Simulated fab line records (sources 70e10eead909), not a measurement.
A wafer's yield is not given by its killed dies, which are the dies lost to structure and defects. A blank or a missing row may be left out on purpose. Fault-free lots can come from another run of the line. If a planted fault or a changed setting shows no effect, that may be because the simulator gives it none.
What tool caused it? || flow nand_harc || Sampling: 24 lots, 72 wafers, 2 of 1159 route steps

== WHAT THE GAUGES SHOWED, per wafer ==
NHARC_A_CONTACT_OVL_MEAS_09.
{"lot": "L074", "measured": "day 16 17:15", "on": "overlay-02", "overlay_x_nm (nm)": "-0.2 -0.6 -0.5", "overlay_y_nm (nm)": "-0.3 -0.1 -0.1"}
{"lot": "L077", "measured": "day 17 06:52", "on": "overlay-02", "overlay_x_nm (nm)": "-0.6 -0.1 -0.7", "overlay_y_nm (nm)": "0.6 0.0 0.7"}
{"lot": "L075", "measured": "day 17 07:02", "on": "overlay-02", "overlay_x_nm (nm)": "0.1 0.2 0.2", "overlay_y_nm (nm)": "-1.8 -1.9 -2.1"}
{"lot": "L079", "measured": "day 17 08:53", "on": "overlay-02", "overlay_x_nm (nm)": "1.7 1.6 1.5", "overlay_y_nm (nm)": "0.2 0.2 0.4"}
{"lot": "L078", "measured": "day 17 09:49", "on": "overlay-02", "overlay_x_nm (nm)": "-0.4 -1.0 -0.7", "overlay_y_nm (nm)": "-1.1 0.0 -0.4"}
{"lot": "L076", "measured": "day 17 11:57", "on": "overlay-02", "overlay_x_nm (nm)": "0.1 0.1 0.2", "overlay_y_nm (nm)": "0.3 0.4 -0.5"}
{"lot": "L080", "measured": "day 18 14:38", "on": "overlay-02", "overlay_x_nm (nm)": "0.3 0.5 -0.1", "overlay_y_nm (nm)": "-0.9 -0.2 -0.6"}
{"lot": "L082", "measured": "day 19 01:33", "on": "overlay-02", "overlay_x_nm (nm)": "-0.1 -0.4 -0.1", "overlay_y_nm (nm)": "1.4 1.1 1.3"}
{"lot": "L081", "measured": "day 19 04:44", "on": "overlay-02", "overlay_x_nm (nm)": "-0.3 -0.6 -0.2", "overlay_y_nm (nm)": "-1.3 -1.5 -1.1"}
{"lot": "L083", "measured": "day 19 09:39", "on": "overlay-02", "overlay_x_nm (nm)": "0.7 1.8 1.7", "overlay_y_nm (nm)": "1.0 1.4 0.4"}
{"lot": "L086", "measured": "day 19 14:58", "on": "overlay-02", "overlay_x_nm (nm)": "-0.2 0.0 -0.6", "overlay_y_nm (nm)": "0.2 0.8 0.8"}
{"lot": "L084", "measured": "day 19 16:38", "on": "overlay-01", "overlay_x_nm (nm)": "-1.3 -1.4 -1.4", "overlay_y_nm (nm)": "0.5 1.0 0.7"}
{"lot": "L085", "measured": "day 19 20:40", "on": "overlay-02", "overlay_x_nm (nm)": "0.4 1.0 0.4", "overlay_y_nm (nm)": "1.1 1.3 0.9"}
{"lot": "L089", "measured": "day 20 21:39", "on": "overlay-01", "overlay_x_nm (nm)": "0.9 0.6 0.7", "overlay_y_nm (nm)": "-1.0 -1.5 -1.0"}
{"lot": "L087", "measured": "day 20 22:57", "on": "overlay-02", "overlay_x_nm (nm)": "-0.2 -0.2 0.3", "overlay_y_nm (nm)": "0.9 1.4 1.0"}
{"lot": "L091", "measured": "day 21 01:56", "on": "overlay-02", "overlay_x_nm (nm)": "1.7 0.8 1.7", "overlay_y_nm (nm)": "0.8 0.5 0.9"}
{"lot": "L090", "measured": "day 21 05:17", "on": "overlay-01", "overlay_x_nm (nm)": "0.7 0.3 0.4", "overlay_y_nm (nm)": "1.5 1.6 1.5"}
{"lot": "L088", "measured": "day 21 09:12", "on": "overlay-02", "overlay_x_nm (nm)": "-0.2 -0.1 -0.5", "overlay_y_nm (nm)": "0.7 0.6 0.4"}
{"lot": "L093", "measured": "day 21 13:21", "on": "overlay-02", "overlay_x_nm (nm)": "1.2 0.9 0.8", "overlay_y_nm (nm)": "0.1 0.0 -0.2"}
{"lot": "L095", "measured": "day 21 14:16", "on": "overlay-02", "overlay_x_nm (nm)": "0.9 1.2 1.4", "overlay_y_nm (nm)": "1.2 0.7 1.2"}
{"lot": "L094", "measured": "day 21 18:34", "on": "overlay-01", "overlay_x_nm (nm)": "-0.9 -0.1 -0.3", "overlay_y_nm (nm)": "0.4 -0.4 0.4"}
{"lot": "L092", "measured": "day 22 07:03", "on": "overlay-02", "overlay_x_nm (nm)": "1.5 1.8 1.5", "overlay_y_nm (nm)": "-0.7 -0.5 -0.9"}
{"lot": "L097", "measured": "day 22 11:35", "on": "overlay-01", "overlay_x_nm (nm)": "-0.9 -0.2 0.1", "overlay_y_nm (nm)": "0.0 -0.1 -0.3"}
{"lot": "L096", "measured": "day 22 14:13", "on": "overlay-02", "overlay_x_nm (nm)": "-0.9 -0.9 -0.4", "overlay_y_nm (nm)": "-0.2 -0.5 -0.1"}

== EACH LOT AND THE TOOL THAT RAN IT (in order: tool; ch and the chambers of the sampled wafers; start) ==
{"lot": "L074", "NHARC_A_CONTACT_ETCH_102": "rie_diel-06 ch 1,2,3, day 16 06:31"}
{"lot": "L077", "NHARC_A_CONTACT_ETCH_102": "rie_diel-13 ch 1,2, day 16 19:11"}
{"lot": "L075", "NHARC_A_CONTACT_ETCH_102": "rie_diel-06 ch 0,1,3, day 16 19:23"}
{"lot": "L079", "NHARC_A_CONTACT_ETCH_102": "rie_diel-06 ch 1,2,3, day 16 23:19"}
{"lot": "L078", "NHARC_A_CONTACT_ETCH_102": "rie_diel-13 ch 2,3, day 17 00:01"}
{"lot": "L076", "NHARC_A_CONTACT_ETCH_102": "rie_diel-05 ch 2,3, day 17 02:26"}
{"lot": "L080", "NHARC_A_CONTACT_ETCH_102": "rie_diel-06 ch 0,1,2, day 18 01:55"}
{"lot": "L082", "NHARC_A_CONTACT_ETCH_102": "rie_diel-13 ch 1,2,3, day 18 12:17"}
{"lot": "L081", "NHARC_A_CONTACT_ETCH_102": "rie_diel-05 ch 0,1,2, day 18 15:37"}
{"lot": "L083", "NHARC_A_CONTACT_ETCH_102": "rie_diel-05 ch 0,1,3, day 18 18:17"}
{"lot": "L086", "NHARC_A_CONTACT_ETCH_102": "rie_diel-06 ch 0,1,3, day 19 00:26"}
{"lot": "L084", "NHARC_A_CONTACT_ETCH_102": "rie_diel-06 ch 0,2,3, day 19 01:20"}
{"lot": "L085", "NHARC_A_CONTACT_ETCH_102": "rie_diel-13 ch 0,1,3, day 19 08:55"}
{"lot": "L089", "NHARC_A_CONTACT_ETCH_102": "rie_diel-06 ch 0,1,3, day 20 06:17"}
{"lot": "L087", "NHARC_A_CONTACT_ETCH_102": "rie_diel-06 ch 0,1,3, day 20 08:17"}
{"lot": "L091", "NHARC_A_CONTACT_ETCH_102": "rie_diel-06 ch 0,3, day 20 12:28"}
{"lot": "L090", "NHARC_A_CONTACT_ETCH_102": "rie_diel-06 ch 0,1,3, day 20 14:36"}
{"lot": "L088", "NHARC_A_CONTACT_ETCH_102": "rie_diel-06 ch 1,2,3, day 20 18:37"}
{"lot": "L093", "NHARC_A_CONTACT_ETCH_102": "rie_diel-13 ch 0,1,2, day 20 22:11"}
{"lot": "L095", "NHARC_A_CONTACT_ETCH_102": "rie_diel-06 ch 0,1,2, day 21 00:04"}
{"lot": "L094", "NHARC_A_CONTACT_ETCH_102": "rie_diel-13 ch 0,1,3, day 21 05:40"}
{"lot": "L092", "NHARC_A_CONTACT_ETCH_102": "rie_diel-06 ch 1,2, day 21 19:58"}
{"lot": "L097", "NHARC_A_CONTACT_ETCH_102": "rie_diel-13 ch 0,3, day 22 01:59"}
{"lot": "L096", "NHARC_A_CONTACT_ETCH_102": "rie_diel-13 ch 2,3, day 22 02:52"}
- NHARC_A_CONTACT_ETCH_102: etches the open film in CF4/O2, target depth 70 nm, overetch 7 nm, time 38.5 s.

== AS READ BY THE TOOLS THEMSELVES (means over the sampled wafers that have a number; for cases with no such wafer, the mark the record gives instead) ==
NHARC_A_CONTACT_ETCH_102.
{"lot": "L074", "tool": "rie_diel-06", "drypump_motor_current_A (A)": 5.7, "oes_o_777_au (a.u.)": 1.000, "oes_product_au (a.u.)": 0.998, "rf_vpp_V (V)": 198.1, "showerhead_plenum_p_Torr (Torr)": 1.35, "throttle_valve_pct (%)": 13.394}
{"lot": "L077", "tool": "rie_diel-13", "drypump_motor_current_A (A)": 6.1, "oes_o_777_au (a.u.)": 1.002, "oes_product_au (a.u.)": 1.001, "rf_vpp_V (V)": 196.6, "showerhead_plenum_p_Torr (Torr)": 1.31, "throttle_valve_pct (%)": 13.393}
{"lot": "L075", "tool": "rie_diel-06", "drypump_motor_current_A (A)": 5.8, "oes_o_777_au (a.u.)": 1.006, "oes_product_au (a.u.)": 0.995, "rf_vpp_V (V)": 196.5, "showerhead_plenum_p_Torr (Torr)": 1.32, "throttle_valve_pct (%)": 13.401}
{"lot": "L079", "tool": "rie_diel-06", "drypump_motor_current_A (A)": 5.7, "oes_o_777_au (a.u.)": 1.000, "oes_product_au (a.u.)": 0.993, "rf_vpp_V (V)": 197.8, "showerhead_plenum_p_Torr (Torr)": 1.35, "throttle_valve_pct (%)": 13.390}
{"lot": "L078", "tool": "rie_diel-13", "drypump_motor_current_A (A)": 6.1, "oes_o_777_au (a.u.)": 1.003, "oes_product_au (a.u.)": 0.992, "rf_vpp_V (V)": 198.0, "showerhead_plenum_p_Torr (Torr)": 1.37, "throttle_valve_pct (%)": 13.399}
{"lot": "L076", "tool": "rie_diel-05", "drypump_motor_current_A (A)": 6.0, "oes_o_777_au (a.u.)": 1.003, "oes_product_au (a.u.)": 1.001, "rf_vpp_V (V)": 197.8, "showerhead_plenum_p_Torr (Torr)": 1.34, "throttle_valve_pct (%)": 13.404}
{"lot": "L080", "tool": "rie_diel-06", "drypump_motor_current_A (A)": 5.2, "oes_o_777_au (a.u.)": 0.998, "oes_product_au (a.u.)": 0.999, "rf_vpp_V (V)": 197.4, "showerhead_plenum_p_Torr (Torr)": 1.32, "throttle_valve_pct (%)": 13.396}
{"lot": "L082", "tool": "rie_diel-13", "drypump_motor_current_A (A)": 6.1, "oes_o_777_au (a.u.)": 1.002, "oes_product_au (a.u.)": 1.002, "rf_vpp_V (V)": 198.1, "showerhead_plenum_p_Torr (Torr)": 1.33, "throttle_valve_pct (%)": 13.395}
{"lot": "L081", "tool": "rie_diel-05", "drypump_motor_current_A (A)": 5.9, "oes_o_777_au (a.u.)": 1.002, "oes_product_au (a.u.)": 0.992, "rf_vpp_V (V)": 198.8, "showerhead_plenum_p_Torr (Torr)": 1.38, "throttle_valve_pct (%)": 13.395}
{"lot": "L083", "tool": "rie_diel-05", "drypump_motor_current_A (A)": 6.1, "oes_o_777_au (a.u.)": 0.995, "oes_product_au (a.u.)": 0.996, "rf_vpp_V (V)": 199.5, "showerhead_plenum_p_Torr (Torr)": 1.38, "throttle_valve_pct (%)": 13.408}
{"lot": "L086", "tool": "rie_diel-06", "drypump_motor_current_A (A)": 5.8, "oes_o_777_au (a.u.)": 1.007, "oes_product_au (a.u.)": 1.002, "rf_vpp_V (V)": 197.4, "showerhead_plenum_p_Torr (Torr)": 1.32, "throttle_valve_pct (%)": 13.396}
{"lot": "L084", "tool": "rie_diel-06", "drypump_motor_current_A (A)": 5.7, "oes_o_777_au (a.u.)": 1.000, "oes_product_au (a.u.)": 1.005, "rf_vpp_V (V)": 198.1, "showerhead_plenum_p_Torr (Torr)": 1.37, "throttle_valve_pct (%)": 13.408}
{"lot": "L085", "tool": "rie_diel-13", "drypump_motor_current_A (A)": 6.1, "oes_o_777_au (a.u.)": 1.002, "oes_product_au (a.u.)": 1.005, "rf_vpp_V (V)": 198.5, "showerhead_plenum_p_Torr (Torr)": 1.36, "throttle_valve_pct (%)": 13.397}
{"lot": "L089", "tool": "rie_diel-06", "drypump_motor_current_A (A)": 5.8, "oes_o_777_au (a.u.)": 0.998, "oes_product_au (a.u.)": 1.013, "rf_vpp_V (V)": 197.3, "showerhead_plenum_p_Torr (Torr)": 1.31, "throttle_valve_pct (%)": 13.394}
{"lot": "L087", "tool": "rie_diel-06", "drypump_motor_current_A (A)": 5.8, "oes_o_777_au (a.u.)": 0.995, "oes_product_au (a.u.)": 1.002, "rf_vpp_V (V)": 197.1, "showerhead_plenum_p_Torr (Torr)": 1.31, "throttle_valve_pct (%)": 13.401}
{"lot": "L091", "tool": "rie_diel-06", "drypump_motor_current_A (A)": 5.7, "oes_o_777_au (a.u.)": 1.006, "oes_product_au (a.u.)": 0.992, "rf_vpp_V (V)": 196.9, "showerhead_plenum_p_Torr (Torr)": 1.34, "throttle_valve_pct (%)": 13.397}
{"lot": "L090", "tool": "rie_diel-06", "drypump_motor_current_A (A)": 5.8, "oes_o_777_au (a.u.)": 1.005, "oes_product_au (a.u.)": 1.006, "rf_vpp_V (V)": 198.0, "showerhead_plenum_p_Torr (Torr)": 1.31, "throttle_valve_pct (%)": 13.393}
{"lot": "L088", "tool": "rie_diel-06", "drypump_motor_current_A (A)": 5.7, "oes_o_777_au (a.u.)": 1.001, "oes_product_au (a.u.)": 0.999, "rf_vpp_V (V)": 197.9, "showerhead_plenum_p_Torr (Torr)": 1.34, "throttle_valve_pct (%)": 13.395}
{"lot": "L093", "tool": "rie_diel-13", "drypump_motor_current_A (A)": 6.0, "oes_o_777_au (a.u.)": 0.996, "oes_product_au (a.u.)": 1.002, "rf_vpp_V (V)": 197.9, "showerhead_plenum_p_Torr (Torr)": 1.35, "throttle_valve_pct (%)": 13.400}
{"lot": "L095", "tool": "rie_diel-06", "drypump_motor_current_A (A)": 5.3, "oes_o_777_au (a.u.)": 0.998, "oes_product_au (a.u.)": 1.000, "rf_vpp_V (V)": 198.3, "showerhead_plenum_p_Torr (Torr)": 1.31, "throttle_valve_pct (%)": 13.384}
{"lot": "L094", "tool": "rie_diel-13", "drypump_motor_current_A (A)": 6.1, "oes_o_777_au (a.u.)": 1.000, "oes_product_au (a.u.)": 0.988, "rf_vpp_V (V)": 199.8, "showerhead_plenum_p_Torr (Torr)": 1.36, "throttle_valve_pct (%)": 13.407}
{"lot": "L092", "tool": "rie_diel-06", "drypump_motor_current_A (A)": 5.1, "oes_o_777_au (a.u.)": 1.002, "oes_product_au (a.u.)": 1.004, "rf_vpp_V (V)": 197.1, "showerhead_plenum_p_Torr (Torr)": 1.34, "throttle_valve_pct (%)": 13.389}
{"lot": "L097", "tool": "rie_diel-13", "drypump_motor_current_A (A)": 6.0, "oes_o_777_au (a.u.)": 0.995, "oes_product_au (a.u.)": 0.989, "rf_vpp_V (V)": 199.8, "showerhead_plenum_p_Torr (Torr)": 1.41, "throttle_valve_pct (%)": 13.408}
{"lot": "L096", "tool": "rie_diel-13", "drypump_motor_current_A (A)": 6.1, "oes_o_777_au (a.u.)": 1.001, "oes_product_au (a.u.)": 0.992, "rf_vpp_V (V)": 198.1, "showerhead_plenum_p_Torr (Torr)": 1.36, "throttle_valve_pct (%)": 13.399}

== THE ANSWER, worked out from the rows above alone ==
Rule: what is usual is taken from the lots themselves. The widest of any qualifying gaps counts: lots, ordered by their means at a reading, are off when they make up no more than a third of the lots, leave a main group of 4 or more, and stand apart from it by 3 or more times the standard deviation of that group's means. Not used: any main group whose means are identical at the precision the tables above print for the reading. A lot without any number at a reading at which 4 lots or more have one is off too. Any other lot the step has rows for is counted as sound. The gauges are gone through in route order, then the tools' own readings, and for those a lot's mean is taken as printed above. At the first step where some lot is off, the reading lying furthest off is the one used; lots without a number count as furthest.
No lot is off on any of the readings shown, so nothing can be concluded from this.

== WHAT WAS PUT IN BY THE SIMULATOR ==
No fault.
